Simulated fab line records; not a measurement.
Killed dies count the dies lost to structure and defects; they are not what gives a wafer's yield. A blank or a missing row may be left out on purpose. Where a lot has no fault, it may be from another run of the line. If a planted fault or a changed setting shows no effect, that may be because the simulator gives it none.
A struck lot beside a sound one :: flow n5Finfet :: 36 out of 1938 route steps
Sound: wafers L114.1, L114.4, L114.5. Wafers struck: L113.2, L113.4, L113.5. The cause is given at the end.
Per side, at each step with rows, come the tool, then ch with its chambers, and then its first start. Under that, the readings that differ: sound wafers :: struck wafers :: difference of the means :: sigmas: that difference in standard deviations of wafers without a fault.
alike: same words and numbers on both sides, and readings whose means sit less than 2 such deviations apart. not compared: any withheld reading, any reading some wafer has no value for, any bound like >300 that may hide the same value, and any number with overlapping values for which the record gives no deviation.
Wherever a step has rows on one side only, a row that says differs or no value, or a row with sigmas, the two part there. Non-overlapping numbers with no deviation appear without sigmas and do not part them. A reading that every wafer of one side lacks parts them only if that side has two wafers or more.

first, 9 steps without rows for these wafers: N5_BEOL_M4_ANNEAL_95 (time 240 s); N5_BEOL_M4_SPUTTER_96 (material Cu, target thk 4.5 nm, time 8.29 s); N5_BEOL_M4_ECD_50 (material Cu, target thk 300 nm); N5_BEOL_M4_ANNEAL_51 (time 90 s); N5_BEOL_M4_CMP_52 (polishes, stops on SiOC, t overpolish 6.8 s, target thk 40 nm); N5_BEOL_M4_PRE_CLEAN_60 (time 15 s); N5_BEOL_M4_CO_CAP_55 (material Co, precursor CCTBA/H2, target thk 2 nm, time 102.1 s); N5_BEOL_M4_PRE_CLEAN_56 (time 15 s); N5_BEOL_M4_DEP_57 (deposits SiCN from 3MS/NH3, target thk 8 nm, time 14 s).
N5_BEOL_M4_RC_MEAS_101:
  sound on prober-01 ch 0, day 9 16:57; struck on prober-02 ch 0, day 9 20:43
reading: DIBL_N (mV/V)
sound: 34.1 34.2 33.3
struck: 40.5 37.3 36.8
difference: +4.3
sigmas: +2

reading: SS_N (mV/dec)
sound: 70.5 70.8 70.1
struck: 71.8 72.6 71.6
difference: +1.5
sigmas: +2
  alike: DIBL_P, IOFF_N, IOFF_P, ION_N, ION_P, SS_P, VT_N, VT_P
then, 24 steps without rows for these wafers: N5_BEOL_M5_ILD_DEP_00 (deposits SiCOH lowk from DEMS/porogen, target thk 140.64 nm, time 25.9 s); N5_BEOL_M5_CURE_79 (cures SiCOH lowk, time 240 s); N5_BEOL_M5_PECVD_70 (deposits SiO2 from TEOS/O2, target thk 16 nm, time 18 s); N5_BEOL_M5_HM_DEP_02 (deposits TiN, target thk 20 nm); N5_BEOL_M5_COAT_59 (time 60 s, resist thk 60 nm); N5_BEOL_M5_COAT_60 (time 60 s, resist thk 12 nm); N5_BEOL_M5_COAT_71 (time 60 s, resist thk 5 nm); N5_BEOL_M5_COAT_05 (resist thk 30 nm); N5_BEOL_M5_EBR_07; N5_BEOL_M5_SOFTBAKE_06 (time 60 s); N5_BEOL_M5_EXPOSE_08 (exposes mask M5, target cd 28 nm); N5_BEOL_M5_PEB_09 (peb time 60 s); N5_BEOL_M5_DEVELOP_10 (develop time 30 s); N5_BEOL_M5_DESCUM_16 (chemistry O2, time 7 s); N5_BEOL_M5_ETCH_72 (etches underlayer in N2/H2, target depth 6.5 nm, time 5.2 s); N5_BEOL_M5_ETCH_61 (etches SiARC in CF4, target depth 15.6 nm, time 26 s); N5_BEOL_M5_ETCH_62 (etches SOC in N2/H2, target depth 75 nm, overetch 15 nm, time 112.5 s); N5_BEOL_M5_STRIP_63 (strips in N2/H2); N5_BEOL_M5_STRIP_73 (strips in N2/H2); N5_BEOL_M5_STRIP_64 (strips in CF4); N5_BEOL_M5_HM_OPEN_17 (chemistry Cl2/BCl3, target TiN, target depth 20 nm, overetch 6 nm); N5_BEOL_M5_STRIP_19 (strips in O2); N5_BEOL_M5_COAT_65 (time 60 s, resist thk 60 nm); N5_BEOL_M5_COAT_66 (time 60 s, resist thk 12 nm).
-- the record jumps here: 3 days lie between the struck wafers' starts before and after (it left off in module BEOL_M5 and takes up again in module BEOL_M12, whose first step shown is number 1650 of the route) --
N5_BEOL_M12_SPUTTER_45: material Cu, target thk 80 nm, time 13.33 s.
  struck on pvdSputter-03, day 12 18:07; sound on pvdSputter-03, day 12 11:22
  no value came back on the struck wafers for any of 5 readings (biasV (V), cathodeDcPowerW (W) and others); on the sound wafers biasV (V) reads 59.9 59.7 60.2
N5_PASSIVATION_PROBE_49:
  struck on prober-01, day 13 23:04; sound on prober-02, day 13 21:44
reading: defectLimitedYield (%)
sound: 91.5 93.5 90.3
struck: 0 0 0
difference: -92
sigmas: -66

reading: killed_at_M4_up
sound: 6 9 10
struck: 1077 1104 1104
difference: +1087
sigmas: +99 or more

reading: killedDies
sound: 100 77 114
struck: 1180 1180 1180
difference: +1083
sigmas: +68

reading: killedOnRim
sound: 19 11 6
struck: 152 152 152
difference: +140
sigmas: +35

reading: sort_bin_5_function (%)
sound: 5.1 4.2 6.0
struck: 95.3 96.9 97.0
difference: +91.3
sigmas: +99 or more

reading: sortNPass
sound: 1080 1103 1066
struck: 0 0 0
difference: -1083
sigmas: -68

reading: sortYieldPct (%)
sound: 91.5 93.5 90.3
struck: 0 0 0
difference: -92
sigmas: -66
  alike: killed_at_M0_to_M3, killedAtContacts, killedAtFrontEnd, killedAtOther, killedOpen, killedShort, sort_bin_6_memory, sort_bin_8_speed

WHERE THEY PART
At N5_BEOL_M4_RC_MEAS_101 first; at N5_PASSIVATION_PROBE_49 last (within this record only).

WHY: what had been put in by the simulator
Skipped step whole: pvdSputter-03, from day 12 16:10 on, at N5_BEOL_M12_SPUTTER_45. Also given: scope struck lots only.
